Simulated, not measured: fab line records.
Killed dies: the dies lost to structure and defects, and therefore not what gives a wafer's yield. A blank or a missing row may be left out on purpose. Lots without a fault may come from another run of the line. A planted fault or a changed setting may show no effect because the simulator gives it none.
fab line records    flow n5_finfet    part 1 of 2: steps 1 to 17 of 23
record: lots: 5  wafers: 15  last_day: 16
route steps=1938 shown FIN_SAQP@117
lots that met no fault: from a run of the same line without faults
start_h: hours from the record's first day to the start of the lot's first wafer shown    wait_h: hours elapsed since this lot's preceding step    " as in the row above    L1.1+2: a single row standing in for several wafers    - either no value or no given start    * or withheld: withheld    < > ~ a bound
route shown NAME@n: NAME is a module with steps in the file, n the number in the route of the first one    usual: average and standard deviation across the fault-free wafers    same: alike in all rows    chamber/n: place in a boat    sites: readings site by site    _std_site: standard deviation of those values    _edge_site: mean of outer sites minus mean of inner sites    radius_mm: for every site, how far away it sits from the centre of the wafer    mask NAME#n: copy n    behind: the last tool/chamber to shape the wafer    hold: the reason the lot was held/the length of the hold in hours/how it ended    device: transistor that didn't switch, given as n, p or np    end of line: tests run on the same wafers once the route is complete    a step without rows: its recipe alone    killed: dies that structure and defects cost at the first sort, which is not the same as the wafer's yield    map: dies across one wafer; x = killed, . = not, _ = none there
set.NAME: the setting the step ran with; set.NAME@STEP: the setting that earlier step ran with    model.NAME: the simulator's own value behind a step, which no gauge read
lots at selected steps of the route; one table per step, one row per wafer
services: from which hour (start_h, from the record's first day; less than 0 if before it) a tool's chamber was out of use, for how many hours, and why
== steps ==
step: N5_FIN_SAQP_STRIP_53
recipe: chemistry: N2/H2  temp_c: 40  n2_flow_sccm: 200  h2_flow_sccm: 200  rf_frequency_hz: 6e+07
lot.wafer   tool         chamber  start_h  wait_h
L077.2+4+5  rie_diel-01  2,3,2    40.36    0.0
L078.1+3+6  rie_diel-03  3,0,1    46.91    0.0
L082.2+4+6  rie_diel-06  2,1,3    69.58    0.0
L085.1+2+4  rie_diel-03  3,0,2    87.79    0.0
L088.2+3+6  rie_diel-03  0,2,0    106.69   0.0
step: N5_FIN_SAQP_HM_OPEN_73
recipe: chemistry: CHF3/O2  target: SiO2  stop_on: a-Si  target_depth_a: 120  over_etch_frac: 1.8  mask_material: SOC  time_s: 16.8  pressure_mtorr: 30  source_w: 650  bias_w: 170  Ar_flow_sccm: 200  CHF3_flow_sccm: 50  O2_flow_sccm: 5  ion_energy_ev: 200  ends: end_point
usual: drypump_motor_current_A: 5.8/0.54  oes_product_au: 0.47/0.05  rf_vpp_V: 524/11  showerhead_plenum_p_Torr: 2.45/0.078  throttle_valve_pct: 18.80/0.17
lot.wafer  tool         chamber  start_h  wait_h  drypump_motor_current_A  oes_product_au  rf_hours_counter_h  rf_vpp_V  showerhead_plenum_p_Torr  throttle_valve_pct
L077.2     rie_diel-01  2        40.37    0.0     5.2                      0.57            6                   527       2.57                      18.52
L077.4     "            3        "        "       6.6                      0.44            206                 532       2.47                      18.83
L077.5     "            2        "        "       5.2                      0.58            -                   528       2.57                      18.53
L078.1     rie_diel-03  3        46.92    0.0     5.9                      0.50            55                  520       2.37                      18.87
L078.3     "            0        "        "       5.2                      0.41            247                 531       2.45                      18.79
L078.6     "            1        "        "       5.5                      0.46            -                   526       2.49                      18.71
L082.2     rie_diel-06  2        69.59    0.0     6.3                      0.42            204                 510       2.39                      18.85
L082.4     "            1        "        "       6.6                      0.45            163                 545       2.50                      18.81
L082.6     "            3        "        "       5.4                      0.42            -                   509       2.28                      18.99
L085.1     rie_diel-03  3        87.80    0.0     6.0                      0.50            72                  519       2.36                      18.90
L085.2     "            0        "        "       5.2                      0.58            2                   530       2.44                      18.41
L085.4     "            2        "        "       5.0                      0.51            43                  515       2.47                      19.06
L088.2     rie_diel-03  0        106.70   0.0     5.2                      0.56            9                   530       2.44                      18.41
L088.3     "            2        "        "       5.0                      0.50            50                  515       2.47                      19.06
L088.6     "            0        "        "       5.2                      0.56            -                   530       2.44                      18.43
step: N5_FIN_SAQP_STRIP_74
recipe: chemistry: CHF3/O2  resist: SiARC  rf_frequency_hz: 6e+07
lot.wafer   tool         chamber  start_h  wait_h
L077.2+4+5  rie_diel-01  2,3,2    40.43    0.0
L078.1+3+6  rie_diel-03  3,0,1    46.98    0.0
L082.2+4+6  rie_diel-06  2,1,3    69.64    0.0
L085.1+2+4  rie_diel-03  3,0,2    87.86    0.0
L088.2+3+6  rie_diel-03  0,2,0    106.76   0.0
step: N5_FIN_SAQP_MANDREL_ETCH_22
recipe: target_depth_a: 600  chemistry: HBr/Cl2  target: a-Si  stop_on: SiNx  bt_time_s: 10  over_etch_frac: 0.5  time_s: 30  pressure_mtorr: 10  icp_w: 800  bias_w: 75  HBr_flow_sccm: 150  Cl2_flow_sccm: 80  ends: end_point
usual: HBr_flow_sccm: 150.0/0.45  drypump_motor_current_A: 5.9/0.42  oes_product_au: 0.767/0.013  throttle_valve_pct: 35.34/0.23
same: bt_time_s: 10
lot.wafer  tool       chamber  start_h  wait_h  HBr_flow_sccm  drypump_motor_current_A  oes_product_au  rf_hours_counter_h  throttle_valve_pct
L077.2     rie_si-01  0        40.46    0.0     149.9          5.3                      0.773           131                 35.51
L077.4     "          2        "        "       150.0          5.8                      0.760           47                  34.99
L077.5     "          3        "        "       149.6          6.7                      0.768           -                   35.58
L078.1     rie_si-01  1        47.01    0.0     151.0          5.3                      0.779           1                   35.30
L078.3     "          2        "        "       149.8          5.7                      0.745           47                  35.00
L078.6     "          2        "        "       150.4          5.7                      0.753           -                   35.00
L082.2     rie_si-06  3        69.67    0.0     150.7          5.7                      0.782           129                 35.49
L082.4     "          0        "        "       149.8          6.0                      0.749           53                  35.01
L082.6     "          2        "        "       149.8          5.6                      0.775           -                   35.09
L085.1     rie_si-06  2        87.89    0.0     150.4          5.6                      0.761           104                 35.11
L085.2     "          0        "        "       149.9          6.0                      0.726           54                  35.03
L085.4     "          1        "        "       149.7          6.5                      0.781           56                  35.31
L088.2     rie_si-01  2        106.80   0.0     149.9          5.8                      0.754           48                  35.00
L088.3     "          0        "        "       150.1          5.3                      0.762           132                 35.53
L088.6     "          3        "        "       149.8          6.7                      0.754           -                   35.58
step: N5_FIN_SAQP_STRIP_55
recipe: chemistry: N2/H2  power_w: 500  temp_c: 40  pressure_mtorr: 50  rf_frequency_hz: 6e+07  overash_fraction: 0.3  bias_power_w: 28  h2_frac: 0.5  n2_flow_sccm: 300  h2_flow_sccm: 300
usual: drypump_motor_current_A: 5.8/0.52  h2_flow_sccm: 300.1/0.9  oes_product_au: 0.76/0.075  rf_vpp_V: 121.8/1.5  showerhead_plenum_p_Torr: 3.38/0.13  throttle_valve_pct: 18.9/0.42
same: overash_fraction: 0.3
lot.wafer  tool         chamber  start_h  wait_h  drypump_motor_current_A  h2_flow_sccm  oes_product_au  rf_hours_counter_h  rf_vpp_V  showerhead_plenum_p_Torr  throttle_valve_pct
L077.2     rie_diel-03  1        40.62    0.1     5.5                      300.2         0.76            133                 126.0     3.50                      19.0
L077.4     "            2        "        "       5.0                      299.3         0.91            23                  120.7     3.45                      19.6
L077.5     "            0        "        "       5.2                      300.7         0.66            -                   122.8     3.44                      18.8
L078.1     rie_diel-01  3        47.11    0.1     6.6                      301.5         0.71            208                 121.5     3.46                      19.0
L078.3     "            0        "        "       6.4                      298.6         0.81            75                  121.3     3.53                      18.5
L078.6     "            0        "        "       6.3                      300.1         0.81            -                   122.3     3.53                      18.4
L082.2     rie_diel-03  1        69.77    0.1     5.5                      300.6         0.75            145                 123.2     3.49                      19.0
L082.4     "            2        "        "       5.0                      300.2         0.89            -                   122.2     3.44                      19.7
L082.6     "            3        "        "       6.0                      299.0         0.86            -                   121.5     3.25                      18.4
L085.1     rie_diel-03  1        87.98    0.1     5.5                      302.2         0.74            152                 121.6     3.49                      19.0
L085.2     "            3        "        "       5.9                      299.4         0.85            72                  120.9     3.24                      18.4
L085.4     "            2        "        "       5.0                      298.9         0.87            43                  122.2     3.43                      19.7
L088.2     rie_diel-06  0        106.90   0.1     5.7                      299.3         0.72            192                 121.9     3.47                      18.9
L088.3     "            1        "        "       6.6                      299.9         0.74            176                 123.5     3.47                      18.5
L088.6     "            3        "        "       5.4                      299.7         0.70            -                   121.5     3.17                      18.9
step: N5_FIN_SAQP_STRIP_23
recipe: chemistry: SPM  time_s: 750  temp_c: 130  h2so4_h2o2_vol_ratio: 4
usual: bath_guard_temp_C: 130.3/0.48
lot.wafer  tool          chamber  start_h  wait_h  bath_guard_temp_C
L077.2     wet_bench-01  3        40.68    -       129.6
L077.4     "             7        "        "       130.2
L077.5     "             0        "        "       130.3
L078.1     wet_bench-02  2        47.18    -       130.8
L078.3     "             3        "        "       131.0
L078.6     "             4        "        "       130.0
L082.2     wet_bench-02  6        69.84    -       130.0
L082.4     "             7        "        "       130.0
L082.6     "             2        "        "       130.9
L085.1     wet_bench-01  2        88.05    -       130.3
L085.2     "             4        "        "       129.9
L085.4     "             3        "        "       129.7
L088.2     wet_bench-02  3        106.96   -       131.3
L088.3     "             0        "        "       130.9
L088.6     "             2        "        "       131.0
step: N5_FIN_SAQP_SRD_66
recipe: dry: ipa_marangoni  time_s: 30  temp_c: 23  rinse_liquid: diw
lot.wafer   tool          chamber  start_h  wait_h
L077.2+4+5  wet_bench-01  3,7,0    40.89    0.0
L078.1+3+6  wet_bench-02  2,3,4    47.59    0.0
L082.2+4+6  wet_bench-02  6,7,2    70.06    0.0
L085.1+2+4  wet_bench-01  2,4,3    88.26    0.0
L088.2+3+6  wet_bench-02  3,0,2    107.17   0.0
step: N5_FIN_SAQP_RECESS_75
recipe: chemistry: HF/NH3  target: SiO2  target_depth_a: 144  afs_cycles: 3  temp_c: 30  sublimation_temp_c: 180  sublimation_time_s: 60
usual: drypump_motor_current_A: 5.7/0.5
lot.wafer  tool           chamber  start_h  wait_h  drypump_motor_current_A
L077.2     vapor_etch-01  1        40.94    0.0     6.2
L077.4     "              0        "        "       5.1
L077.5     "              0        "        "       5.1
L078.1     vapor_etch-01  0        47.66    0.0     5.1
L078.3     "              1        "        "       6.2
L078.6     "              0        "        "       5.1
L082.2     vapor_etch-02  1        70.11    0.0     5.5
L082.4     "              1        "        "       5.5
L082.6     "              1        "        "       5.5
L085.1     vapor_etch-02  0        88.31    0.0     6.2
L085.2     "              1        "        "       5.5
L085.4     "              0        "        "       6.3
L088.2     vapor_etch-02  0        107.22   0.0     6.3
L088.3     "              1        "        "       5.5
L088.6     "              1        "        "       5.5
step: N5_FIN_SAQP_SPACER1_ALD_24
recipe: material: SiO2  target_thk_a: 203  temp_c: 300  ald_precursor_family: BDEAS  ald_co_reactant: O2-plasma  pulse_time_s: 1  purge_time_s: 2  co_reactant_purge_time_s: 2  ald_cycles: 218  pressure_torr: 2
usual: heater_power_w: 473/59  precursor_pulse_height_rel: 1.001/0.02
lot.wafer  tool        chamber  start_h  wait_h  heater_power_w  precursor_pulse_height_rel
L077.2     ald_sin-02  2        41.32    0.3     418             1.019
L077.4     "           1        "        "       463             0.997
L077.5     "           1        "        "       450             0.990
L078.1     ald_sin-04  2        48.04    0.3     553             1.029
L078.3     "           1        "        "       563             1.017
L078.6     "           0        "        "       442             0.991
L082.2     ald_sin-03  2        70.50    0.3     384             1.016
L082.4     "           1        "        "       517             0.994
L082.6     "           3        "        "       456             1.014
L085.1     ald_sin-04  0        89.53    1.1     432             0.988
L085.2     "           3        "        "       450             1.022
L085.4     "           2        "        "       567             1.015
L088.2     ald_sin-04  1        107.78   0.4     561             1.007
L088.3     "           0        "        "       428             0.996
L088.6     "           2        "        "       556             0.997
step: N5_FIN_SAQP_SPACER1_ETCHBACK_25
recipe: chemistry: CHF3/O2  mode: anisotropic_etchback  target: SiO2  target_depth_a: 244  time_s: 12.2  pressure_mtorr: 30  source_w: 650  bias_w: 170  Ar_flow_sccm: 200  CHF3_flow_sccm: 50  O2_flow_sccm: 5  ion_energy_ev: 200
usual: drypump_motor_current_A: 5.8/0.54  oes_product_au: 0.78/0.085  rf_vpp_V: 523/11  showerhead_plenum_p_Torr: 2.44/0.079  throttle_valve_pct: 18.89/0.16
lot.wafer  tool         chamber  start_h  wait_h  drypump_motor_current_A  oes_product_au  rf_hours_counter_h  rf_vpp_V  showerhead_plenum_p_Torr  throttle_valve_pct
L077.2     rie_diel-06  1        42.04    0.4     6.6                      0.77            155                 544       2.51                      18.88
L077.4     "            3        "        "       5.4                      0.70            217                 508       2.29                      19.04
L077.5     "            3        "        "       5.3                      0.71            -                   508       2.29                      19.05
L078.1     rie_diel-03  3        48.76    0.4     5.9                      0.88            55                  520       2.37                      18.97
L078.3     "            1        "        "       5.4                      0.76            136                 524       2.49                      18.78
L078.6     "            3        "        "       5.9                      0.88            -                   518       2.37                      18.95
L082.2     rie_diel-03  2        71.25    0.4     5.0                      0.87            37                  514       2.47                      19.12
L082.4     "            2        "        "       5.0                      0.88            -                   515       2.47                      19.12
L082.6     "            3        "        "       5.9                      0.86            -                   518       2.36                      18.97
L085.1     rie_diel-01  1        90.24    0.4     5.8                      0.68            219                 504       2.31                      18.85
L085.2     "            3        "        "       6.6                      0.72            224                 534       2.47                      18.93
L085.4     "            2        "        "       5.2                      0.92            23                  529       2.56                      18.62
L088.2     rie_diel-03  1        108.63   0.5     5.5                      0.74            160                 525       2.48                      18.82
L088.3     "            3        "        "       5.9                      0.84            79                  518       2.36                      18.99
L088.6     "            1        "        "       5.5                      0.74            -                   525       2.48                      18.82
step: N5_FIN_SAQP_MANDREL1_REMOVE_56
recipe: chemistry: HBr/Cl2/O2  bt_time_s: 10  target: a-Si  stop_on: SiNx  endpoint: OES-SiCl  over_etch_frac: 1  icp_w: 600  bias_w: 22  HBr_flow_sccm: 150  Cl2_flow_sccm: 80  O2_flow_sccm: 5  pressure_mtorr: 10
usual: HBr_flow_sccm: 150.0/0.46  drypump_motor_current_A: 5.9/0.37  oes_product_au: 0.994/0.018  throttle_valve_pct: 36.69/0.23
same: bt_time_s: 10
lot.wafer  tool       chamber  start_h  wait_h  HBr_flow_sccm  drypump_motor_current_A  oes_product_au  rf_hours_counter_h  throttle_valve_pct
L077.2     rie_si-04  3        42.13    0.1     150.2          5.8                      0.992           188                 36.95
L077.4     "          0        "        "       149.8          5.8                      1.001           78                  37.01
L077.5     "          1        "        "       149.9          6.4                      1.000           -                   36.62
L078.1     rie_si-04  3        48.85    0.1     150.1          5.8                      0.988           188                 36.95
L078.3     "          0        "        "       149.9          5.8                      0.988           78                  37.00
L078.6     "          0        "        "       150.4          5.8                      0.987           -                   37.01
L082.2     rie_si-04  0        71.33    0.1     149.6          5.8                      1.003           79                  37.02
L082.4     "          1        "        "       150.1          6.4                      0.995           5                   36.62
L082.6     "          2        "        "       150.4          5.5                      0.983           -                   36.50
L085.1     rie_si-06  1        90.33    0.1     149.4          6.5                      1.022           56                  36.64
L085.2     "          3        "        "       150.3          5.7                      1.017           130                 36.84
L085.4     "          2        "        "       150.5          5.6                      1.006           104                 36.45
L088.2     rie_si-04  3        108.72   0.1     149.5          5.8                      0.999           189                 36.94
L088.3     "          1        "        "       150.1          6.3                      0.996           6                   36.61
L088.6     "          2        "        "       149.9          5.5                      0.986           -                   36.48
step: N5_FIN_SAQP_CD_MEAS_27
recipe: target_cd_nm: 20  landing_energy_ev: 1000  detector: se_inlens  polarity: line
usual: cd_nm: 20.30/0.23
lot.wafer  tool       chamber  start_h  wait_h  cd_nm
L077.2     cd_sem-02  0        42.24    0.1     20.19
L077.4     "          0        "        "       20.29
L077.5     "          0        "        "       20.22
L078.1     cd_sem-02  0        48.96    0.1     20.74
L078.3     "          0        "        "       19.88
L078.6     "          0        "        "       19.97
L082.2     cd_sem-03  0        71.45    0.1     20.46
L082.4     "          0        "        "       20.04
L082.6     "          0        "        "       20.11
L085.1     cd_sem-01  0        90.44    0.1     20.14
L085.2     "          0        "        "       20.68
L085.4     "          0        "        "       20.42
L088.2     cd_sem-03  0        108.84   0.1     20.33
L088.3     "          0        "        "       20.00
L088.6     "          0        "        "       20.06
step: N5_FIN_SAQP_ETCH_57
recipe: chemistry: CH3F/O2  target: SiNx  mask_material: SiO2  target_depth_a: 325  time_s: 46.4  pressure_mtorr: 30  source_w: 395  bias_w: 73  Ar_flow_sccm: 150  CH3F_flow_sccm: 30  O2_flow_sccm: 20  ion_energy_ev: 120  ends: cleared
usual: drypump_motor_current_A: 5.8/0.53  etch_rf_on_time_s: 45.7/1.1  oes_product_au: 0.66/0.069  rf_vpp_V: 297/7.2  showerhead_plenum_p_Torr: 2.02/0.071  throttle_valve_pct: 16.35/0.16
lot.wafer  tool         chamber  start_h  wait_h  drypump_motor_current_A  etch_rf_on_time_s  oes_product_au  rf_hours_counter_h  rf_vpp_V  showerhead_plenum_p_Torr  throttle_valve_pct
L077.2     rie_diel-03  1        42.29    0.0     5.4                      44.3               0.65            134                 299       2.07                      16.25
L077.4     "            2        "        "       5.0                      44.9               0.77            23                  294       2.06                      16.51
L077.5     "            2        "        "       5.0                      45.3               0.76            -                   295       2.06                      16.52
L078.1     rie_diel-06  3        49.04    0.1     5.4                      47.4               0.60            221                 289       1.89                      16.49
L078.3     "            1        "        "       6.6                      45.1               0.65            157                 308       2.09                      16.33
L078.6     "            3        "        "       5.4                      47.6               0.60            -                   287       1.89                      16.50
L082.2     rie_diel-06  2        71.49    0.0     6.3                      45.5               0.61            205                 289       1.98                      16.39
L082.4     "            1        "        "       6.6                      44.9               0.65            164                 307       2.08                      16.35
L082.6     "            0        "        "       5.7                      45.6               0.63            -                   305       2.08                      16.36
L085.1     rie_diel-03  0        90.49    0.0     5.2                      45.1               0.84            3                   301       2.03                      15.92
L085.2     "            1        "        "       5.5                      45.3               0.64            152                 298       2.07                      16.27
L085.4     "            3        "        "       6.0                      44.9               0.73            73                  294       1.95                      16.41
L088.2     rie_diel-03  1        108.97   0.1     5.4                      44.4               0.63            160                 298       2.06                      16.29
L088.3     "            2        "        "       5.0                      43.9               0.73            50                  293       2.05                      16.57
L088.6     "            0        "        "       5.2                      46.2               0.81            -                   301       2.03                      15.94
step: N5_FIN_SAQP_ETCH_65
recipe: chemistry: CF4  target: SiO2  target_depth_a: 40  ion_energy_ev: 350  time_s: 4.4  pressure_mtorr: 10  icp_w: 800  bias_w: 400  cf4_flow_sccm: 80
usual: cf4_flow_sccm: 80.01/0.25  drypump_motor_current_A: 5.9/0.43  oes_product_au: 0.996/0.022  throttle_valve_pct: 21.74/0.23
lot.wafer  tool       chamber  start_h  wait_h  cf4_flow_sccm  drypump_motor_current_A  oes_product_au  rf_hours_counter_h  throttle_valve_pct
L077.2     rie_si-06  3        42.39    0.1     80.14          5.7                      1.028           129                 21.87
L077.4     "          2        "        "       80.02          5.6                      0.989           103                 21.69
L077.5     "          2        "        "       79.86          5.6                      0.992           -                   21.70
L078.1     rie_si-04  3        49.15    0.1     80.09          5.8                      0.999           188                 22.18
L078.3     "          2        "        "       80.25          5.5                      1.003           3                   21.65
L078.6     "          0        "        "       79.95          5.8                      0.977           -                   22.23
L082.2     rie_si-06  1        71.60    0.1     79.75          6.5                      0.987           55                  21.90
L082.4     "          0        "        "       80.22          6.0                      0.958           54                  21.47
L082.6     "          1        "        "       79.94          6.5                      0.994           -                   21.92
L085.1     rie_si-04  2        90.60    0.1     80.14          5.5                      1.015           4                   21.65
L085.2     "          3        "        "       79.81          5.8                      1.013           189                 22.20
L085.4     "          1        "        "       80.05          6.4                      0.984           5                   21.44
L088.2     rie_si-06  1        109.07   0.1     80.30          6.5                      0.984           56                  21.90
L088.3     "          3        "        "       80.14          5.6                      1.035           130                 21.88
L088.6     "          1        "        "       80.22          6.5                      0.998           -                   21.90
step: N5_FIN_SAQP_MANDREL_ETCH_58
recipe: chemistry: HBr/Cl2  target: a-Si  target_depth_a: 450  bt_time_s: 10  stop_on: SiNx  mask_material: SiO2  over_etch_frac: 0.8  time_s: 27  pressure_mtorr: 10  icp_w: 800  bias_w: 75  HBr_flow_sccm: 150  Cl2_flow_sccm: 80  ends: end_point
usual: HBr_flow_sccm: 150.0/0.5  drypump_motor_current_A: 5.9/0.44  oes_product_au: 0.694/0.014  throttle_valve_pct: 35.51/0.22
same: bt_time_s: 10
lot.wafer  tool       chamber  start_h  wait_h  HBr_flow_sccm  drypump_motor_current_A  oes_product_au  rf_hours_counter_h  throttle_valve_pct
L077.2     rie_si-06  3        42.43    0.0     149.9          5.7                      0.687           129                 35.72
L077.4     "          2        "        "       149.3          5.6                      0.685           103                 35.32
L077.5     "          2        "        "       149.0          5.6                      0.690           -                   35.32
L078.1     rie_si-04  3        49.18    0.0     150.4          5.8                      0.690           188                 35.83
L078.3     "          2        "        "       149.4          5.5                      0.687           3                   35.36
L078.6     "          0        "        "       150.1          5.8                      0.701           -                   35.88
L082.2     rie_si-06  1        71.63    0.0     150.0          6.5                      0.701           55                  35.53
L082.4     "          0        "        "       150.4          6.0                      0.671           54                  35.23
L082.6     "          1        "        "       150.7          6.5                      0.706           -                   35.52
L085.1     rie_si-04  2        90.63    0.0     149.9          5.5                      0.691           4                   35.34
L085.2     "          3        "        "       150.5          5.8                      0.696           189                 35.82
L085.4     "          1        "        "       149.9          6.4                      0.708           5                   35.46
L088.2     rie_si-06  1        109.11   0.0     150.1          6.5                      0.688           56                  35.55
L088.3     "          3        "        "       149.7          5.6                      0.693           130                 35.72
L088.6     "          1        "        "       150.6          6.5                      0.714           -                   35.50
step: N5_FIN_SAQP_RECESS_63
recipe: chemistry: HF/NH3  target: SiO2  target_depth_a: 180  afs_cycles: 3  temp_c: 30  sublimation_temp_c: 180  sublimation_time_s: 60
usual: drypump_motor_current_A: 5.8/0.49
lot.wafer  tool           chamber  start_h  wait_h  drypump_motor_current_A
L077.2     vapor_etch-01  0        42.51    0.1     5.1
L077.4     "              0        "        "       5.0
L077.5     "              1        "        "       6.2
L078.1     vapor_etch-01  0        49.26    0.1     5.1
L078.3     "              1        "        "       6.2
L078.6     "              0        "        "       5.1
L082.2     vapor_etch-02  1        71.71    0.1     5.5
L082.4     "              0        "        "       6.3
L082.6     "              0        "        "       6.3
L085.1     vapor_etch-02  0        90.71    0.1     6.2
L085.2     "              1        "        "       5.5
L085.4     "              0        "        "       6.3
L088.2     vapor_etch-01  0        109.19   0.1     5.1
L088.3     "              0        "        "       5.1
L088.6     "              1        "        "       6.2
step: N5_FIN_SAQP_COAT_68
recipe: resist: SOC  temp_c: 250  time_s: 60  spin_rpm: 1500  resist_thk_nm: 100
lot.wafer   tool            chamber  start_h  wait_h
L077.2+4+5  litho_track-01  0        42.90    0.3
L078.1+3+6  litho_track-02  0        49.65    0.3
L082.2+4+6  litho_track-01  0        72.10    0.3
L085.1+2+4  litho_track-04  0        91.09    0.3
L088.2+3+6  litho_track-02  0        109.58   0.3
